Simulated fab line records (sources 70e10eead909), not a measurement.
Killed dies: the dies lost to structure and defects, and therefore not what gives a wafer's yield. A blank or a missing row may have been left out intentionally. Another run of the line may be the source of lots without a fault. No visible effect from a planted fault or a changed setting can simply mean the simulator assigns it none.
fab line records + flow nand-harc
[record]
- lots = 13
- wafers = 39
- last-day = 35
route steps=1302 shown A_BONDPAD@1229 HYBRID_BOND@1242 THIN_TSV@1264 END@1302
lots that met no fault: taken from a fault-free run of the same line
start-h: the number of hours between the record's first day and the start of the first shown wafer of the lot + wait-h: time in hours since the lot's previous step + " as in the row above + L1.1+2: one row covering several wafers at once + - no value present, or no start provided + * or withheld: withheld + < > ~ a bound
route shown NAME@n: a module of which the file shows steps, and the number in the route of the first + usual: mean/standard deviation taken from wafers without a fault + same: alike in all rows + chamber/n: place in a boat + sites: per-site readings + _std_site: the standard deviation of these + _edge_site: the outer-site mean with the inner-site mean subtracted + radius-mm: for every site, how far away it sits from the centre of the wafer + mask NAME#n: copy n + behind: the tool/chamber that last shaped the wafer + hold: what put the lot on hold/how long, in hours/how the hold closed + device: which transistor (n, p or np) failed to switch + end of line: at the end of the route, the tests of the same wafers + a step with no rows: only its recipe + killed: count of dies lost to structure and defects at first sort (not the wafer's yield) + map: per-die view of a wafer (x killed, . not killed, _ where there is no die)
set.NAME: the setting as run; set.NAME@STEP: as run at that earlier step + model.NAME: the simulator's own value behind a step, which no gauge read
steps of the route over a sample of lots; a table a step, a row a wafer
services: a tool's chamber out of use, with start hour (start-h, from the record's first day; less than 0 if before it), hours out, and reason
[[steps]]
[step NHARC_A_BONDPAD_ECD_18]
[recipe]
- target-thk-a = 4000
- bath-temp-c = 25
- material = Cu
[usual]
- bath-heat-duty-pct = 5.8/0.58
| lot.wafer | tool      | chamber | start-h | wait-h | bath-heat-duty-pct |
|-----------|-----------|---------|---------|--------|--------------------|
| L707.1    | ecd-cu-01 | 1       | 543.35  | -      | 5.5                |
| L707.3    | "         | 1       | "       | "      | 5.3                |
| L707.4    | "         | 0       | "       | "      | 6.6                |
| L706.2    | ecd-cu-01 | 0       | 545.57  | -      | 7.1                |
| L706.3    | "         | 1       | "       | "      | 5.3                |
| L706.5    | "         | 1       | "       | "      | 6.0                |
| L708.2    | ecd-cu-02 | 1       | 554.11  | -      | 5.7                |
| L708.4    | "         | 0       | "       | "      | 6.6                |
| L708.5    | "         | 0       | "       | "      | 7.2                |
| L709.1    | ecd-cu-02 | 1       | 572.39  | -      | 5.8                |
| L709.6    | "         | 0       | "       | "      | 5.6                |
| L709.5    | "         | 1       | "       | "      | 5.2                |
| L714.2    | ecd-cu-01 | 1       | 632.58  | -      | 5.2                |
| L714.3    | "         | 1       | "       | "      | 5.0                |
| L714.6    | "         | 1       | "       | "      | 5.7                |
| L713.1    | ecd-cu-02 | 1       | 642.04  | -      | 5.6                |
| L713.3    | "         | 0       | "       | "      | 6.1                |
| L713.6    | "         | 1       | "       | "      | 5.1                |
| L710.1    | ecd-cu-02 | 1       | 645.43  | -      | 5.3                |
| L710.3    | "         | 1       | "       | "      | 6.0                |
| L710.5    | "         | 1       | "       | "      | 5.5                |
| L716.3    | ecd-cu-02 | 1       | 653.57  | -      | 5.8                |
| L716.4    | "         | 0       | "       | "      | 6.1                |
| L716.5    | "         | 0       | "       | "      | 6.2                |
| L715.2    | ecd-cu-01 | 0       | 672.27  | -      | 6.2                |
| L715.1    | "         | 1       | "       | "      | 5.6                |
| L715.4    | "         | 1       | "       | "      | 4.7                |
| L722.1    | ecd-cu-01 | 0       | 701.73  | -      | 6.0                |
| L722.3    | "         | 1       | "       | "      | 5.4                |
| L722.5    | "         | 1       | "       | "      | 5.2                |
| L725.1    | ecd-cu-02 | 0       | 729.69  | -      | 5.6                |
| L725.2    | "         | 1       | "       | "      | 5.5                |
| L725.5    | "         | 0       | "       | "      | 5.4                |
| L726.1    | ecd-cu-02 | 0       | 730.21  | -      | 5.7                |
| L726.2    | "         | 1       | "       | "      | 4.9                |
| L726.3    | "         | 1       | "       | "      | 5.7                |
| L729.2    | ecd-cu-02 | 1       | 799.58  | -      | 5.6                |
| L729.3    | "         | 1       | "       | "      | 5.1                |
| L729.6    | "         | 0       | "       | "      | 5.7                |
[step NHARC_HYBRID_BOND_OVL_MEAS_05]
[usual]
- overlay-x-nm = 5/32
- overlay-y-nm = -1/33
| lot.wafer | tool       | chamber | start-h | wait-h | overlay-x-nm | overlay-y-nm |
|-----------|------------|---------|---------|--------|--------------|--------------|
| L707.1    | overlay-02 | -       | 552.29  | 0.4    | 43           | 16           |
| L707.3    | "          | -       | "       | "      | -54          | 10           |
| L707.4    | "          | -       | "       | "      | 2            | -8           |
| L706.2    | overlay-02 | -       | 559.57  | 0.4    | 86           | 31           |
| L706.3    | "          | -       | "       | "      | 63           | -5           |
| L706.5    | "          | -       | "       | "      | -6           | -10          |
| L708.2    | overlay-01 | -       | 565.39  | 0.4    | 16           | 6            |
| L708.4    | "          | -       | "       | "      | -21          | -14          |
| L708.5    | "          | -       | "       | "      | 2            | -4           |
| L709.1    | overlay-02 | -       | 584.47  | 0.4    | -3           | 85           |
| L709.5    | "          | -       | "       | "      | 19           | 14           |
| L709.6    | "          | -       | "       | "      | 5            | -4           |
| L714.2    | overlay-02 | -       | 643.38  | 0.4    | 25           | -9           |
| L714.3    | "          | -       | "       | "      | 12           | 10           |
| L714.6    | "          | -       | "       | "      | -14          | 35           |
| L713.1    | overlay-02 | -       | 652.80  | 0.4    | 35           | 14           |
| L713.3    | "          | -       | "       | "      | 28           | -55          |
| L713.6    | "          | -       | "       | "      | 18           | -56          |
| L710.3    | overlay-01 | -       | 652.83  | 0.4    | -2           | 34           |
| L716.3    | overlay-01 | -       | 666.90  | 0.4    | -42          | -22          |
| L716.4    | "          | -       | "       | "      | -23          | -26          |
| L715.1    | overlay-02 | -       | 693.38  | 0.4    | -14          | 13           |
| L715.2    | "          | -       | "       | "      | 58           | -50          |
| L715.4    | "          | -       | "       | "      | 2            | -37          |
| L722.1    | overlay-02 | -       | 711.36  | 0.4    | 8            | 48           |
| L722.3    | "          | -       | "       | "      | 18           | -2           |
| L722.5    | "          | -       | "       | "      | -41          | -15          |
| L725.1    | overlay-02 | -       | 741.67  | 0.4    | 19           | -15          |
| L725.2    | "          | -       | "       | "      | -35          | -23          |
| L725.5    | "          | -       | "       | "      | 56           | 15           |
| L726.1    | overlay-01 | -       | 741.67  | 0.4    | 43           | 14           |
| L726.2    | "          | -       | "       | "      | -14          | 38           |
| L726.3    | "          | -       | "       | "      | -77          | 58           |
| L729.2    | overlay-01 | -       | 813.67  | 0.4    | -12          | -35          |
| L729.3    | "          | -       | "       | "      | 9            | 23           |
| L729.6    | "          | -       | "       | "      | 11           | 33           |
[step NHARC_THIN_TSV_CD_MEAS_16]
[usual]
- cd-nm = 999.6/2
| lot.wafer | tool      | chamber | start-h | wait-h | cd-nm  |
|-----------|-----------|---------|---------|--------|--------|
| L707.1    | cd-sem-02 | -       | 557.20  | 0.1    | 999.2  |
| L707.3    | "         | -       | "       | "      | 998.5  |
| L707.4    | "         | -       | "       | "      | 998.2  |
| L706.2    | cd-sem-02 | -       | 563.40  | 0.1    | 1004.2 |
| L706.3    | "         | -       | "       | "      | 1001.8 |
| L706.5    | "         | -       | "       | "      | 1001.6 |
| L708.2    | cd-sem-03 | -       | 569.07  | 0.1    | 1000.2 |
| L708.4    | "         | -       | "       | "      | 999.7  |
| L708.5    | "         | -       | "       | "      | 998.8  |
| L709.1    | cd-sem-01 | -       | 588.06  | 0.1    | 999.0  |
| L709.5    | "         | -       | "       | "      | 997.4  |
| L709.6    | "         | -       | "       | "      | 997.9  |
| L714.2    | cd-sem-02 | -       | 647.07  | 0.1    | 996.4  |
| L714.3    | "         | -       | "       | "      | 996.1  |
| L714.6    | "         | -       | "       | "      | 999.5  |
| L713.1    | cd-sem-01 | -       | 656.79  | 0.1    | 998.6  |
| L713.3    | "         | -       | "       | "      | 1002.0 |
| L713.6    | "         | -       | "       | "      | 1000.8 |
| L710.3    | cd-sem-02 | -       | 658.39  | 0.1    | 999.1  |
| L716.3    | cd-sem-03 | -       | 670.50  | 0.1    | 997.5  |
| L716.4    | "         | -       | "       | "      | 999.6  |
| L715.1    | cd-sem-01 | -       | 698.46  | 0.1    | 997.7  |
| L715.2    | "         | -       | "       | "      | 1000.1 |
| L715.4    | "         | -       | "       | "      | 997.5  |
| L722.1    | cd-sem-03 | -       | 715.00  | 0.1    | 996.2  |
| L722.3    | "         | -       | "       | "      | 1001.7 |
| L722.5    | "         | -       | "       | "      | 998.3  |
| L725.1    | cd-sem-02 | -       | 747.78  | 0.1    | 999.2  |
| L725.2    | "         | -       | "       | "      | 998.2  |
| L725.5    | "         | -       | "       | "      | 1000.4 |
| L726.1    | cd-sem-01 | -       | 749.29  | 0.1    | 1001.0 |
| L726.2    | "         | -       | "       | "      | 1003.7 |
| L726.3    | "         | -       | "       | "      | 999.8  |
| L729.2    | cd-sem-03 | -       | 820.32  | 0.1    | 997.9  |
| L729.3    | "         | -       | "       | "      | 1000.0 |
| L729.6    | "         | -       | "       | "      | 1003.2 |
[step NHARC_THIN_TSV_ETCH_59]
[recipe]
- target-depth-a = 8800
- icp-w = 900
- bias-w = 100
- Cl2_flow_sccm = 60
- bcl3-flow-sccm = 30
- time-s = 138.1
- chemistry = Cl2/BCl3
[usual]
- drypump-motor-current-A = 5.5/0.47
- oes-product-au = 0.998/0.0093
- rf-fwd-power-W = 895.9/2.8
- throttle-valve-pct = 22.264/0.0093
[same]
- time-s = 138.1
| lot.wafer | tool         | chamber | start-h | wait-h | drypump-motor-current-A | oes-product-au | rf-fwd-power-W | rf-hours-counter-h | throttle-valve-pct |
|-----------|--------------|---------|---------|--------|-------------------------|----------------|----------------|--------------------|--------------------|
| L707.1    | rie-metal-02 | 1       | 562.45  | 0.1    | 6.2                     | 0.980          | 899.6          | 1.1                | 22.255             |
| L707.3    | "            | 0       | "       | "      | 6.0                     | 0.995          | 898.5          | -                  | 22.251             |
| L707.4    | "            | 1       | "       | "      | 6.2                     | 0.973          | 897.9          | -                  | 22.268             |
| L706.2    | rie-metal-03 | 1       | 568.66  | 0.1    | 4.9                     | 1.000          | 896.7          | 0.5                | 22.253             |
| L706.3    | "            | 1       | "       | "      | 4.9                     | 0.998          | 894.7          | -                  | 22.259             |
| L706.5    | "            | 1       | "       | "      | 4.9                     | 0.982          | 897.6          | -                  | 22.243             |
| L708.2    | rie-metal-03 | 1       | 575.27  | 0.1    | 4.9                     | 0.991          | 894.5          | 0.7                | 22.277             |
| L708.4    | "            | 1       | "       | "      | 4.9                     | 0.994          | 887.8          | -                  | 22.270             |
| L708.5    | "            | 0       | "       | "      | 5.5                     | 0.995          | 898.2          | -                  | 22.263             |
| L709.1    | rie-metal-03 | 1       | 593.23  | 0.1    | 4.9                     | 1.000          | 892.6          | 1.2                | 22.271             |
| L709.6    | "            | 1       | "       | "      | 4.9                     | 0.991          | 894.3          | -                  | 22.254             |
| L709.5    | "            | 0       | "       | "      | 5.5                     | 0.992          | 897.0          | -                  | 22.258             |
| L714.2    | rie-metal-03 | 0       | 652.30  | 0.1    | 5.5                     | 0.992          | 895.5          | 2.4                | 22.272             |
| L714.3    | "            | 0       | "       | "      | 5.5                     | 0.999          | 901.6          | -                  | 22.279             |
| L714.6    | "            | 1       | "       | "      | 4.9                     | 0.987          | 896.1          | -                  | 22.272             |
| L713.1    | rie-metal-01 | 0       | 662.13  | 0.1    | 5.0                     | 1.011          | 898.7          | 1.3                | 22.265             |
| L713.3    | "            | 1       | "       | "      | 5.5                     | 1.006          | 896.4          | -                  | 22.274             |
| L713.6    | "            | 1       | "       | "      | 5.4                     | 1.017          | 894.7          | -                  | 22.270             |
| L710.3    | rie-metal-02 | 0       | 663.58  | 0.2    | 5.9                     | 0.995          | 898.0          | -                  | 22.273             |
| L716.4    | rie-metal-02 | 0       | 675.82  | 0.2    | 5.9                     | 0.997          | 897.6          | -                  | 22.266             |
| L716.3    | "            | 1       | "       | "      | 6.2                     | 0.989          | 896.8          | -                  | 22.251             |
| L715.1    | rie-metal-02 | 1       | 703.84  | 0.1    | 6.2                     | 0.988          | 891.4          | 1.1                | 22.255             |
| L715.2    | "            | 0       | "       | "      | 5.9                     | 0.997          | 893.5          | 1.1                | 22.257             |
| L715.4    | "            | 0       | "       | "      | 5.9                     | 0.991          | 896.1          | -                  | 22.264             |
| L722.1    | rie-metal-03 | 0       | 720.32  | 0.1    | 5.4                     | 0.996          | 894.7          | 0.3                | 22.265             |
| L722.3    | "            | 1       | "       | "      | 4.9                     | 1.006          | 896.8          | -                  | 22.272             |
| L722.5    | "            | 1       | "       | "      | 5.0                     | 1.009          | 892.4          | -                  | 22.256             |
| L725.1    | rie-metal-02 | 0       | 752.89  | 0.1    | 5.9                     | 0.990          | 893.9          | 2.3                | 22.246             |
| L725.2    | "            | 1       | "       | "      | 6.2                     | 0.982          | 896.5          | 2.3                | 22.250             |
| L725.5    | "            | 0       | "       | "      | 5.9                     | 0.994          | 895.9          | -                  | 22.275             |
| L726.1    | rie-metal-03 | 1       | 754.53  | 0.1    | 4.9                     | 0.994          | 895.2          | 1.2                | 22.268             |
| L726.2    | "            | 0       | "       | "      | 5.5                     | 1.009          | 895.0          | 1.2                | 22.252             |
| L726.3    | "            | 0       | "       | "      | 5.4                     | 1.008          | 901.6          | -                  | 22.269             |
| L729.2    | rie-metal-02 | 1       | 825.77  | 0.1    | 6.2                     | 0.995          | 901.8          | 0.2                | 22.252             |
| L729.3    | "            | 0       | "       | "      | 6.0                     | 1.004          | 897.3          | -                  | 22.273             |
| L729.6    | "            | 0       | "       | "      | 5.9                     | 0.991          | 898.1          | -                  | 22.259             |
[step NHARC_END_SORT_01]
[recipe]
- temp-c = 25
[usual]
- defect-limited-yield = 91.3/2.7
- killed-at-array = 54/18
- killed-at-other = 0.9/1.2
- killed-at-periphery = 4.4/2.9
- killed-dies = 59/18
- killed-open = 3.2/1.8
- killed-short = 2.6/1.8
[same]
- gross-dies = 677
| lot.wafer | tool      | chamber | start-h | wait-h | defect-limited-yield[%] | killed-at-array | killed-at-other | killed-at-periphery | killed-dies | killed-open | killed-short |
|-----------|-----------|---------|---------|--------|-------------------------|-----------------|-----------------|---------------------|-------------|-------------|--------------|
| L707.1    | prober-02 | 0       | 573.82  | 2.5    | 89.5                    | 68              | 0               | 3                   | 71          | 4           | 2            |
| L707.3    | prober-02 | 0       | 575.44  | 3.1    | 91.9                    | 52              | 1               | 2                   | 55          | 2           | 1            |
| L707.4    | prober-02 | 0       | 576.25  | 3.4    | 87.3                    | 85              | 0               | 1                   | 86          | 5           | 2            |
| L708.2    | prober-02 | 0       | 584.80  | 2.8    | 91.1                    | 51              | 2               | 7                   | 60          | 4           | 3            |
| L708.4    | prober-02 | 0       | 586.40  | 3.4    | 89.4                    | 65              | 1               | 6                   | 72          | 4           | 2            |
| L708.5    | prober-02 | 0       | 587.20  | 3.7    | 89.4                    | 67              | 1               | 4                   | 72          | 3           | 1            |
| L714.2    | prober-02 | 0       | 665.23  | 2.8    | 89.8                    | 63              | 3               | 3                   | 69          | 4           | 6            |
| L714.3    | prober-02 | 0       | 666.04  | 3.1    | 91.9                    | 53              | 0               | 2                   | 55          | 3           | 2            |
| L714.6    | prober-02 | 0       | 668.46  | 4.0    | 91.6                    | 50              | 6               | 1                   | 57          | 7           | 2            |
| L710.1    | prober-02 | 0       | 672.21  | 2.5    | 0                       | 675             | 0               | 2                   | 677         | 3           | 5            |
| L710.3    | prober-02 | 0       | 673.81  | 3.1    | 91.6                    | 55              | 0               | 2                   | 57          | 1           | 1            |
| L710.5    | prober-02 | 0       | 675.41  | 3.7    | 0                       | 672             | 4               | 1                   | 677         | 2           | 2            |
| L716.3    | prober-01 | 0       | 686.20  | 3.1    | 91.3                    | 54              | 1               | 4                   | 59          | 1           | 3            |
| L716.4    | prober-01 | 0       | 686.99  | 3.4    | 88.8                    | 69              | 0               | 7                   | 76          | 4           | 3            |
| L716.5    | prober-01 | 0       | 687.78  | 3.7    | 0                       | 674             | 0               | 3                   | 677         | 3           | 1            |
| L722.1    | prober-01 | 0       | 736.15  | 2.5    | 91.7                    | 47              | 3               | 6                   | 56          | 3           | 6            |
| L722.3    | prober-01 | 0       | 737.75  | 3.1    | 92.3                    | 47              | 0               | 5                   | 52          | 4           | 2            |
| L722.5    | prober-01 | 0       | 739.35  | 3.7    | 90.8                    | 56              | 1               | 5                   | 62          | 2           | 2            |
| L725.1    | prober-01 | 0       | 761.64  | 2.5    | 87.9                    | 75              | 0               | 7                   | 82          | 2           | 9            |
| L725.2    | prober-01 | 0       | 762.43  | 2.8    | 89.2                    | 68              | 0               | 5                   | 73          | 5           | 3            |
| L725.5    | prober-01 | 0       | 764.82  | 3.7    | 91.3                    | 51              | 1               | 7                   | 59          | 2           | 3            |
| L726.1    | prober-02 | 0       | 765.61  | 2.5    | 90.3                    | 61              | 1               | 4                   | 66          | 3           | 3            |
| L726.2    | prober-02 | 0       | 766.40  | 2.8    | 91.0                    | 54              | 1               | 6                   | 61          | 6           | 0            |
| L726.3    | prober-02 | 0       | 767.20  | 3.1    | 90.7                    | 58              | 0               | 5                   | 63          | 3           | 0            |
// killed by level:class
L707.1 A_SLIT:chamber-film-flake=25 A_CHANNEL_HOLE_D1:chamber-film-flake=19 A_CHANNEL_HOLE_D2:chamber-film-flake=8 A_STAIRCASE:chamber-film-flake=3 A_CHANNEL_HOLE_D2:geometric-particle:open=2 A_ZERO_WELL:chamber-film-flake=2 A_WL_FILL:chamber-film-flake=2 A_CONTACT:chamber-film-flake=2
L707.3 A_CHANNEL_HOLE_D1:chamber-film-flake=19 A_SLIT:chamber-film-flake=16 A_STAIRCASE:chamber-film-flake=5 A_ZERO_WELL:chamber-film-flake=2 A_CHANNEL_HOLE_D2:chamber-film-flake=2 A_CONTACT:chamber-film-flake=2 A_BONDPAD:chamber-film-flake=2 P_STI:geometric-particle:open=1
L707.4 A_CHANNEL_HOLE_D1:chamber-film-flake=35 A_SLIT:chamber-film-flake=24 A_CHANNEL_HOLE_D2:chamber-film-flake=8 A_BONDPAD:chamber-film-flake=5 A_WL_FILL:geometric-particle:short=2 A_STAIRCASE:chamber-film-flake=2 A_CONTACT:chamber-film-flake=2 A_CHANNEL_FILL_D1:geometric-particle:open=1
L708.2 A_CHANNEL_HOLE_D2:chamber-film-flake=19 A_SLIT:chamber-film-flake=19 A_STAIRCASE:chamber-film-flake=4 A_CHANNEL_FILL_D1:geometric-particle:open=2 P_CONTACT:chamber-film-flake=2 A_ZERO_WELL:chamber-film-flake=2 A_CONTACT:chamber-film-flake=2 P_GATE:geometric-particle:short=1
L708.4 A_SLIT:chamber-film-flake=29 A_CHANNEL_HOLE_D2:chamber-film-flake=21 A_CONTACT:chamber-film-flake=4 A_STAIRCASE:chamber-film-flake=3 A_WL_FILL:chamber-film-flake=3 P_ZERO_WELL:chamber-film-flake=2 P_GATE:geometric-particle:open=1 P_M0:geometric-particle:short=1
L708.5 A_SLIT:chamber-film-flake=37 A_CHANNEL_HOLE_D2:chamber-film-flake=17 P_CONTACT:chamber-film-flake=4 A_STAIRCASE:chamber-film-flake=4 A_CONTACT:chamber-film-flake=2 A_SOURCE_PLATE:geometric-particle:open=1 A_WL_FILL:geometric-particle:short=1 A_BLC:geometric-particle:open=1
L714.2 A_CHANNEL_HOLE_D1:chamber-film-flake=33 A_CHANNEL_HOLE_D2:chamber-film-flake=17 A_WL_FILL:geometric-particle:short=2 A_DECK1_JOINT:chamber-film-flake=2 THIN_TSV:chamber-film-flake=2 P_CONTACT:geometric-particle:open=1 P_M0:geometric-particle:open=1 A_CHANNEL_FILL_D1:geometric-particle:short=1
L714.3 A_CHANNEL_HOLE_D1:chamber-film-flake=26 A_CHANNEL_HOLE_D2:chamber-film-flake=13 A_CONTACT:chamber-film-flake=4 A_DECK1_JOINT:chamber-film-flake=3 A_DECK1_JOINT:geometric-particle:open=2 A_CHANNEL_FILL_D1:chamber-film-flake=2 P_STI:geometric-particle:short=1 A_CHANNEL_FILL_D1:geometric-particle:short=1
L714.6 A_CHANNEL_HOLE_D1:chamber-film-flake=26 A_CHANNEL_HOLE_D2:chamber-film-flake=10 HYBRID_BOND:chamber-film-flake=4 A_CHANNEL_FILL_D2:geometric-particle:open=2 A_CONTACT:geometric-particle:open=2 A_CHANNEL_FILL_D1:chamber-film-flake=2 THIN_TSV:chamber-film-flake=2 P_CONTACT:geometric-particle:open=1
L710.1 A_BONDPAD:area-ecd=631 A_CHANNEL_HOLE_D1:chamber-film-flake=24 A_CHANNEL_HOLE_D2:chamber-film-flake=11 A_DECK1_JOINT:chamber-film-flake=3 A_CHANNEL_FILL_D2:geometric-particle:short=2 P_GATE:geometric-particle:open=1 P_M0:geometric-particle:short=1 A_ONON_D1:geometric-particle:short=1
L710.3 A_CHANNEL_HOLE_D1:chamber-film-flake=36 A_CHANNEL_HOLE_D2:chamber-film-flake=15 A_DECK1_JOINT:chamber-film-flake=2 A_WL_FILL:geometric-particle:short=1 A_BLC:geometric-particle:open=1 P_ZERO_WELL:chamber-film-flake=1 P_GATE:chamber-film-flake=1
L710.5 A_BONDPAD:area-ecd=620 A_CHANNEL_HOLE_D1:chamber-film-flake=26 A_CHANNEL_HOLE_D2:chamber-film-flake=20 THIN_TSV:chamber-film-flake=4 A_ONON_D1:geometric-particle:short=1 A_ONON_D1:geometric-particle:open=1 A_DECK1_JOINT:geometric-particle:short=1 A_WL_FILL:geometric-particle:open=1
L716.3 A_CHANNEL_HOLE_D2:chamber-film-flake=22 A_CHANNEL_HOLE_D1:chamber-film-flake=18 A_CONTACT:chamber-film-flake=6 P_STI:chamber-film-flake=2 P_CONTACT:geometric-particle:open=1 A_ONON_D1:geometric-particle:short=1 A_SGD_CUT:geometric-particle:short=1 A_BLC:geometric-particle:short=1
L716.4 A_CHANNEL_HOLE_D1:chamber-film-flake=28 A_CHANNEL_HOLE_D2:chamber-film-flake=24 A_CONTACT:chamber-film-flake=7 P_STI:chamber-film-flake=4 A_CHANNEL_HOLE_D2:geometric-particle:open=2 P_M0:geometric-particle:short=1 A_ONON_D1:geometric-particle:open=1 A_DECK1_JOINT:geometric-particle:short=1
L716.5 A_BONDPAD:area-ecd=630 A_CHANNEL_HOLE_D1:chamber-film-flake=19 A_CHANNEL_HOLE_D2:chamber-film-flake=16 A_DECK1_JOINT:chamber-film-flake=3 A_CONTACT:chamber-film-flake=3 P_M0:geometric-particle:open=2 A_ONON_D1:geometric-particle:open=1 A_CHANNEL_FILL_D2:geometric-particle:short=1
L722.1 A_CHANNEL_HOLE_D2:chamber-film-flake=28 A_CHANNEL_HOLE_D1:chamber-film-flake=11 P_GATE:geometric-particle:open=2 A_CHANNEL_FILL_D2:geometric-particle:short=2 P_ZERO_WELL:chamber-film-flake=2 A_SLIT:chamber-film-flake=2 THIN_TSV:chamber-film-flake=2 P_M0:geometric-particle:short=1
L722.3 A_CHANNEL_HOLE_D2:chamber-film-flake=25 A_CHANNEL_HOLE_D1:chamber-film-flake=9 A_SLIT:chamber-film-flake=4 P_STI:chamber-film-flake=3 A_CONTACT:chamber-film-flake=2 A_ONON_D2:geometric-particle:short=1 A_CHANNEL_FILL_D2:geometric-particle:open=1 A_CHANNEL_FILL_D2:geometric-particle:short=1
L722.5 A_CHANNEL_HOLE_D2:chamber-film-flake=36 A_CHANNEL_HOLE_D1:chamber-film-flake=12 P_GATE:chamber-film-flake=2 A_SLIT:chamber-film-flake=2 P_CONTACT:geometric-particle:short=1 A_DECK1_JOINT:geometric-particle:open=1 A_CHANNEL_FILL_D2:geometric-particle:short=1 A_SGD_CUT:geometric-particle:open=1
L725.1 A_SLIT:chamber-film-flake=34 A_CHANNEL_HOLE_D1:chamber-film-flake=9 A_STAIRCASE:chamber-film-flake=7 A_CONTACT:chamber-film-flake=7 A_SGD_CUT:chamber-film-flake=5 A_WL_FILL:geometric-particle:short=4 P_CONTACT:chamber-film-flake=4 P_STI:chamber-film-flake=2
L725.2 A_SLIT:chamber-film-flake=30 A_CHANNEL_HOLE_D1:chamber-film-flake=17 A_CONTACT:chamber-film-flake=11 P_CONTACT:chamber-film-flake=4 A_WL_FILL:geometric-particle:short=2 A_STAIRCASE:chamber-film-flake=2 P_STI:geometric-particle:short=1 A_ONON_D2:geometric-particle:open=1
L725.5 A_SLIT:chamber-film-flake=26 A_CHANNEL_HOLE_D1:chamber-film-flake=9 A_CONTACT:chamber-film-flake=6 P_CONTACT:chamber-film-flake=4 A_STAIRCASE:chamber-film-flake=2 A_SGD_CUT:chamber-film-flake=2 P_CONTACT:geometric-particle:short=1 A_CHANNEL_FILL_D1:geometric-particle:open=1
L726.1 A_CHANNEL_HOLE_D2:chamber-film-flake=30 A_CHANNEL_HOLE_D1:chamber-film-flake=12 A_SLIT:chamber-film-flake=8 P_STI:chamber-film-flake=3 A_WL_FILL:chamber-film-flake=3 A_CHANNEL_FILL_D1:geometric-particle:short=2 P_M1:geometric-particle:open=1 A_WL_FILL:geometric-particle:short=1
L726.2 A_CHANNEL_HOLE_D2:chamber-film-flake=26 A_CHANNEL_HOLE_D1:chamber-film-flake=16 A_SLIT:chamber-film-flake=3 P_GATE:geometric-particle:open=2 A_WL_FILL:geometric-particle:open=2 A_STAIRCASE:chamber-film-flake=2 A_BONDPAD:chamber-film-flake=2 P_M0:geometric-particle:open=1
L726.3 A_CHANNEL_HOLE_D2:chamber-film-flake=24 A_SLIT:chamber-film-flake=13 A_CHANNEL_HOLE_D1:chamber-film-flake=9 A_STAIRCASE:chamber-film-flake=4 P_STI:chamber-film-flake=3 A_WL_FILL:geometric-particle:open=2 A_CONTACT:chamber-film-flake=2 P_CONTACT:chamber-film-flake=2
[[services]]
| tool         | chamber | start-h | hours | kind       |
|--------------|---------|---------|-------|------------|
| rie-metal-03 | 0       | 528.18  | -     | clean      |
| rie-metal-03 | 1       | 528.18  | -     | clean      |
| rie-metal-02 | 0       | 534.89  | 7.6   | repair     |
| rie-metal-02 | -       | 540.10  | 0.1   | repair     |
| rie-metal-01 | -       | 575.00  | 9.0   | pm         |
| ecd-cu-02    | -       | 596.56  | 8.0   | pm         |
| rie-metal-01 | 0       | 626.91  | 3.8   | repair     |
| rie-metal-02 | -       | 631.00  | 9.0   | pm         |
| rie-metal-02 | 0       | 631.00  | 9.0   | vent-cycle |
| rie-metal-02 | 1       | 631.00  | 9.0   | vent-cycle |
| rie-metal-02 | 0       | 640.00  | -     | clean      |
| rie-metal-02 | 1       | 640.00  | -     | clean      |
| rie-metal-01 | -       | 664.09  | 0.8   | repair     |
| ecd-cu-01    | -       | 688.23  | 8.0   | pm         |
| rie-metal-03 | -       | 696.18  | 9.0   | pm         |
| rie-metal-03 | 0       | 696.18  | 9.0   | vent-cycle |
| rie-metal-03 | 1       | 696.18  | 9.0   | vent-cycle |
| rie-metal-03 | 0       | 705.18  | -     | clean      |
| rie-metal-03 | 1       | 705.18  | -     | clean      |
| rie-metal-03 | -       | 705.18  | 0.6   | repair     |
| rie-metal-01 | -       | 752.00  | 9.0   | pm         |
| ecd-cu-02    | -       | 772.56  | 8.0   | pm         |
| rie-metal-02 | 1       | 802.98  | 1.2   | repair     |
| rie-metal-02 | -       | 808.00  | 9.0   | pm         |
[[key]]
[first-sign]
- step = NHARC_END_SORT_01
- reading = killed-at-array
- direction = up
- sigmas = 34
- usual = 54
- struck = 674
[effect]
- step = NHARC_END_SORT_01
- reading = defect-limited-yield
- direction = down
- sigmas = 34
- usual = 91.3
- struck = 0
[more-kills-born-at]
- NHARC_A_BONDPAD_ECD_18@ecd-cu-02 = 1881
met-at NHARC_A_BONDPAD_ECD_18
struck-lots L710,L716
struck-wafers L710.1,L710.5,L716.5
later-rows-left-out L710.1,L710.5,L716.5
not-acting-at NHARC_HYBRID_BOND_OVL_MEAS_05,NHARC_THIN_TSV_CD_MEAS_16,NHARC_THIN_TSV_ETCH_59
onset-between 642.04 645.43
[fault]
- kind = process-parameter-drift
- tool = ecd-cu-02
- chamber = -
- onset-h = 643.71
- steps = NHARC_A_BONDPAD_ECD_18
- channel = target-thk-a
- offset = *
- shape = step
- end-h = 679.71
- scope = struck-wafers-only
- acts-in = *
- stated = *
// later-rows-left-out: the simulator's readings of these wafers behind a module that went badly wrong aren't trusted and aren't shown, but for the sort
